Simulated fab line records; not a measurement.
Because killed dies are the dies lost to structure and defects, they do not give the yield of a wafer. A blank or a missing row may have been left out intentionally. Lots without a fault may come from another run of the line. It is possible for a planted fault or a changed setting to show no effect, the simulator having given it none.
What tool caused it? | flow n5-finfet | 8 lots with 24 wafers sampled at 5 steps, on a route of 1938 steps

== WHAT THE GAUGES SHOWED, per wafer ==
N5_BEOL_M4_RC_MEAS_101.
lot  | measured     | on        | DIBL_N (mV/V)  | DIBL_P (mV/V)  | IOFF_N (nA/um)    | IOFF_N_85C (nA/um) | IOFF_N_LIN (nA/um) | IOFF_N_LONG (nA/um)         | IOFF_P (nA/um) | ION_N (uA/um) | ION_P (uA/um) | SS_N (mV/dec)  | SS_P (mV/dec)  | VT_N (mV)         | VT_N_LONG (mV)    | VT_P (mV)
L461 | day 8 17:25  | prober-02 | 36.5 34.5 34.4 | 35.3 33.6 33.3 | 0.129 0.114 0.112 | 2.6 2.3 2.3        | 0.062 0.058 0.057  | 5.13e-05 5.24e-05 5.29e-05  | 0.19 0.18 0.17 | 654 672 666   | 452 470 462   | 71.4 71.0 70.8 | 73.9 72.9 72.3 | 254.5 254.6 254.9 | 277.9 277.4 277.2 | -251.4 -251.4 -253.8
L465 | day 9 22:37  | prober-02 | 40.6 39.2 41.7 | 39.6 39.2 41.4 | 0.303 0.446 0.236 | 5.3 7.3 4.3        | 0.125 0.195 0.097  | 7.12e-05 0.0001063 5.48e-05 | 0.27 0.25 0.30 | 677 688 678   | 465 466 467   | 72.8 72.2 72.6 | 74.5 74.2 74.4 | 239.3 223.4 246.5 | 265.3 253.5 275.2 | -248.0 -246.9 -246.9
L467 | day 10 07:43 | prober-02 | 37.7 36.1 38.0 | 38.7 36.5 38.1 | 0.197 0.367 0.179 | 3.8 6.4 3.5        | 0.087 0.172 0.080  | 5.4e-05 0.0001092 5.51e-05  | 0.25 0.22 0.23 | 671 677 665   | 459 459 453   | 72.4 71.7 72.1 | 73.5 74.0 73.7 | 246.4 227.4 249.0 | 273.7 251.3 277.8 | -249.8 -250.4 -251.9
L471 | day 10 21:57 | prober-01 | 35.5 37.3 35.1 | 34.8 36.5 34.4 | 0.148 0.174 0.130 | 2.9 3.3 2.6        | 0.069 0.079 0.062  | 5.34e-05 5.32e-05 5.34e-05  | 0.20 0.22 0.19 | 677 681 656   | 465 468 456   | 71.8 71.6 71.6 | 72.5 73.5 72.4 | 250.3 250.7 255.0 | 276.5 276.2 274.9 | -251.6 -251.2 -252.9
L478 | day 12 19:56 | prober-02 | 36.7 37.2 38.1 | 37.7 38.2 40.4 | 0.173 0.186 0.202 | 3.3 3.5 3.8        | 0.079 0.084 0.092  | 5.82e-05 5.73e-05 5.66e-05  | 0.23 0.24 0.28 | 684 669 688   | 470 460 475   | 71.7 71.4 72.0 | 73.8 74.2 74.6 | 248.6 245.9 245.9 | 274.5 274.5 274.6 | -248.9 -247.8 -245.5
L477 | day 12 21:11 | prober-01 | 35.9 37.4 35.4 | 37.6 38.4 37.0 | 0.158 0.185 0.133 | 3.1 3.6 2.7        | 0.075 0.081 0.064  | 4.92e-05 4.93e-05 4.9e-05   | 0.19 0.20 0.17 | 682 674 658   | 463 457 456   | 71.7 71.9 71.7 | 73.3 74.1 73.5 | 251.3 250.6 255.4 | 279.5 279.7 278.6 | -253.3 -255.3 -255.4
L480 | day 13 15:59 | prober-02 | 38.0 36.2 38.5 | 36.8 35.3 37.9 | 0.169 0.148 0.187 | 3.2 2.9 3.5        | 0.077 0.069 0.082  | 5.33e-05 5.37e-05 5.3e-05   | 0.22 0.20 0.23 | 676 673 679   | 469 462 460   | 72.0 70.9 71.9 | 73.9 73.6 74.0 | 249.1 250.4 246.4 | 276.5 275.8 273.8 | -247.3 -249.4 -247.4
L483 | day 13 23:31 | prober-01 | 37.5 35.8 38.0 | 36.0 34.7 36.4 | 0.179 0.147 0.173 | 3.4 2.9 3.3        | 0.083 0.071 0.076  | 5.52e-05 5.51e-05 5.44e-05  | 0.23 0.20 0.24 | 672 678 657   | 465 460 450   | 71.6 71.1 71.5 | 73.9 72.9 73.8 | 248.6 251.6 248.6 | 273.6 275.9 275.9 | -246.8 -250.3 -252.1

== EACH LOT AND THE TOOL THAT RAN IT (in order: tool; ch and the chambers of the sampled wafers; start) ==
lot  | N5_SDB_ALD_29                    | N5_DUMMY_REMOVAL_HM_STRIP_01       | N5_HKMG_FIN_ETCH_55               | N5_HKMG_FIN_ETCH_58
L461 | ald-sin-03 ch 0,1,2, day 4 03:38 | rie-diel-04 ch 0,1, day 4 06:55    | rie-diel-03 ch 0,3, day 4 08:46   | rie-diel-03 ch 0,3, day 4 08:58
L465 | ald-sin-03 ch 2,3, day 5 12:19   | rie-diel-05 ch 0,1,2, day 5 15:30  | rie-diel-03 ch 0,2, day 5 17:22   | rie-diel-03 ch 0,2, day 5 17:34
L467 | ald-sin-04 ch 0,2,3, day 5 19:30 | rie-diel-04 ch 0,3, day 5 22:35    | rie-diel-03 ch 0,1,2, day 6 00:49 | rie-diel-03 ch 0,1,2, day 6 01:01
L471 | ald-sin-01 ch 1,2,3, day 6 14:27 | rie-diel-05 ch 0,2,3, day 6 17:32  | rie-diel-06 ch 1,2,3, day 6 19:13 | rie-diel-06 ch 1,2,3, day 6 19:26
L478 | ald-sin-03 ch 0,1,2, day 8 07:21 | rie-diel-04 ch 1,2,3, day 8 10:26  | rie-diel-03 ch 0,2,3, day 8 12:19 | rie-diel-03 ch 0,2,3, day 8 12:32
L477 | ald-sin-01 ch 0,1,3, day 8 07:53 | rie-diel-04 ch 0,1,2, day 8 10:58  | rie-diel-06 ch 1,2,3, day 8 12:31 | rie-diel-06 ch 1,2,3, day 8 12:44
L480 | ald-sin-01 ch 0,3, day 9 00:04   | rie-diel-04 ch 0,1, day 9 03:09    | rie-diel-02 ch 2,3, day 9 04:50   | rie-diel-02 ch 2,3, day 9 05:02
L483 | ald-sin-03 ch 0,1,3, day 9 21:25 | rie-diel-05 ch 0,1,3, day 10 00:32 | rie-diel-03 ch 0,1, day 10 02:14  | rie-diel-03 ch 0,1, day 10 02:26
- N5_SDB_ALD_29: deposits SiNx, target thk 30 nm, pulse time 1 s, ald cycles 600.
- N5_DUMMY_REMOVAL_HM_STRIP_01: strips SiNx in CH3F/O2, stops on poly-Si, target depth 4 nm, time 6.8 s.
- N5_HKMG_FIN_ETCH_55: etches SOC in N2/H2, target depth 240 nm, time 300 s.
- N5_HKMG_FIN_ETCH_58: etches SOC in N2/H2, target depth 215.8 nm, time 741 s.

== WHAT THE TOOLS THEMSELVES READ (means of the sampled wafers that have a number; where no wafer has one, the mark that the record gives instead) ==
N5_SDB_ALD_29.
lot  | tool       | heater-power-w (W) | precursor-pulse-height-rel
L461 | ald-sin-03 | 857                | 1.027
L465 | ald-sin-03 | 781                | 0.988
L467 | ald-sin-04 | 828                | 1.009
L471 | ald-sin-01 | 778                | 0.995
L478 | ald-sin-03 | 860                | 0.985
L477 | ald-sin-01 | 811                | 1.018
L480 | ald-sin-01 | 762                | 1.002
L483 | ald-sin-03 | 826                | 0.987

N5_DUMMY_REMOVAL_HM_STRIP_01.
lot  | tool        | CH3F_flow_sccm (sccm) | drypump-motor-current-A (A) | oes-product-au (a.u.) | rf-vpp-V (V) | showerhead-plenum-p-Torr (Torr) | throttle-valve-pct (%)
L461 | rie-diel-04 | 30.00                 | 6.1                         | 0.58                  | 128.3        | 2.06                            | 16.47
L465 | rie-diel-05 | 30.02                 | 5.5                         | 0.67                  | 127.5        | 2.05                            | 16.22
L467 | rie-diel-04 | 29.97                 | 5.7                         | 0.58                  | 126.9        | 2.07                            | 16.53
L471 | rie-diel-05 | 30.16                 | 5.6                         | 0.64                  | 128.3        | 2.05                            | 16.40
L478 | rie-diel-04 | 29.98                 | 6.1                         | 0.61                  | 127.4        | 2.02                            | 16.28
L477 | rie-diel-04 | 29.95                 | 6.0                         | 0.62                  | 127.4        | 2.02                            | 16.26
L480 | rie-diel-04 | 29.97                 | 5.9                         | 0.57                  | 128.3        | 2.06                            | 16.54
L483 | rie-diel-05 | 29.95                 | 5.4                         | 0.63                  | 128.1        | 2.05                            | 16.31

N5_HKMG_FIN_ETCH_55.
lot  | tool        | drypump-motor-current-A (A) | oes-product-au (a.u.) | rf-vpp-V (V) | run-length-s (s) | showerhead-plenum-p-Torr (Torr) | throttle-valve-pct (%)
L461 | rie-diel-03 | 5.8                         | 0.83                  | 526.0        | 323.6            | 2.61                            | 17.51
L465 | rie-diel-03 | 5.5                         | 0.88                  | 526.8        | 323.8            | 2.66                            | 17.24
L467 | rie-diel-03 | 5.7                         | 0.89                  | 526.6        | 323.5            | 2.63                            | 17.33
L471 | rie-diel-06 | 5.6                         | 0.80                  | 522.2        | 323.3            | 2.49                            | 17.84
L478 | rie-diel-03 | 5.7                         | 0.82                  | 527.0        | 323.5            | 2.60                            | 17.42
L477 | rie-diel-06 | 5.6                         | 0.78                  | 521.7        | 323.1            | 2.49                            | 17.87
L480 | rie-diel-02 | 5.3                         | 0.81                  | 524.9        | 323.6            | 2.60                            | 17.91
L483 | rie-diel-03 | 5.7                         | 0.84                  | 526.9        | 324.1            | 2.65                            | 17.38

N5_HKMG_FIN_ETCH_58.
lot  | tool        | drypump-motor-current-A (A) | oes-product-au (a.u.) | rf-vpp-V (V) | run-length-s (s) | showerhead-plenum-p-Torr (Torr) | throttle-valve-pct (%)
L461 | rie-diel-03 | 5.8                         | 0.82                  | 99.0         | 764.6            | 2.61                            | 17.47
L465 | rie-diel-03 | 5.5                         | 0.88                  | 98.9         | 679.4            | 2.66                            | 17.19
L467 | rie-diel-03 | 5.7                         | 0.89                  | 99.5         | 721.8            | 2.63                            | 17.29
L471 | rie-diel-06 | 5.6                         | 0.80                  | 99.4         | 764.4            | 2.49                            | 17.80
L478 | rie-diel-03 | 5.7                         | 0.82                  | 99.0         | 764.3            | 2.60                            | 17.37
L477 | rie-diel-06 | 5.6                         | 0.78                  | 98.9         | 764.2            | 2.49                            | 17.83
L480 | rie-diel-02 | 5.3                         | 0.81                  | 99.7         | 765.0            | 2.60                            | 17.88
L483 | rie-diel-03 | 5.7                         | 0.83                  | 99.6         | 764.9            | 2.65                            | 17.33

== THE ANSWER, worked out from the rows above alone ==
Rule: what is usual is taken from the lots themselves. Put in order of their means at a reading, lots are off if they are a third of the lots or fewer, leave a main group of 4 or more, and stand apart from it by a gap of 3 or more times the standard deviation of the main group's means; of several such gaps the widest counts. Not used: any main group whose means are identical at the precision the tables above print for the reading. A lot without any number at a reading at which 4 lots or more have one is off too. All remaining lots with rows at the step are treated as sound. First the gauges in route order, then the tools' own readings, where a lot's mean is used as printed above. The first step at which some lot is off is used, and at that step the reading that is off furthest; a lot without a number counts as furthest.
Off: L465, L467, at N5_BEOL_M4_RC_MEAS_101 (IOFF_N_LONG). Main group: mean 5.34e-05 nA/um, sd 2.5e-06.
If a tool, at a process step before that reading, ran all the lots that are off and no sound lot after the first of them, it fits. The gauges at N5_BEOL_M4_RC_MEAS_101 aren't tried: what is off there is off at N5_HKMG_FIN_ETCH_58 too, on other tools, and a gauge's error can't cause that. Not one of the candidates tried fits.

== WHAT WAS PUT IN BY THE SIMULATOR ==
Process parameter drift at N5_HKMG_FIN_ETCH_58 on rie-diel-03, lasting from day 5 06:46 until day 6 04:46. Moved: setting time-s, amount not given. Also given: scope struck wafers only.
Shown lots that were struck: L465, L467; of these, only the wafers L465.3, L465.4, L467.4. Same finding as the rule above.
